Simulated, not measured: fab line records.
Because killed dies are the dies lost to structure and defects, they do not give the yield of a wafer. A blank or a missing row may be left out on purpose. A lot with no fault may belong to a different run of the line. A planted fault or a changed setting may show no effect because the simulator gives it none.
Chamber matching -- flow nandHarc -- NHARC_A_M1_PRE_CLEAN_32 on pecvd-02: 3 sister chambers
The step time 12 s. 16 wafers are shown with their chamber, then 8 later ones without.

EACH WAFER AND ITS CHAMBER
wafer,chamber,heaterPowerW (W)
L556.1,1,506
L556.2,2,581
L556.6,2,579
L560.1,2,670
L560.2,1,524
L560.5,2,630
L558.1,2,600
L558.4,1,549
L558.5,2,602
L562.1,1,581
L562.4,0,731
L562.6,2,640
L563.1,0,660
L563.2,1,583
L563.5,0,664
L575.1,2,559

SIGNATURES (averages over the wafers above)
reading,chamber 0,chamber 1,chamber 2,scatter within a chamber
heaterPowerW,685.00,548.60,607.62,36.4
Rule: for each reading, subtract the chamber's mean from the wafer's reading, divide by that reading's scatter and square the result; add these up over the readings and take the root, which gives the wafer's distance from the chamber. If the next closest chamber is less than 2 further off than the closest, the wafer can't be placed; otherwise it belongs to the closest. How the scatter is found: for the shown wafers, subtract from each reading the mean of its chamber, square and add these, divide the total by (wafers less chambers), then take the root.

WAFERS WITH NO CHAMBER GIVEN
wafer,heaterPowerW (W)
L575.2,638
L575.3,602
L574.1,708
L574.3,650
L574.5,720
L577.3,628
L577.5,619
L577.6,579

WHICH CHAMBER EACH ONE RAN IN
wafer,from the rows above,in truth
L575.2,can't be placed: 2 or 0 or 1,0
L575.3,can't be placed: 2 or 1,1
L574.1,0,0
L574.3,can't be placed: 0 or 2 or 1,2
L574.5,0,0
L577.3,can't be placed: 2 or 0 or 1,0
L577.5,can't be placed: 2 or 0 or 1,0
L577.6,can't be placed: 2 or 1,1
Correct placement for 2 of the 8. Cannot be placed on the basis of these rows: 6; the candidates contain the true chamber in 6. 0 placed wrongly.
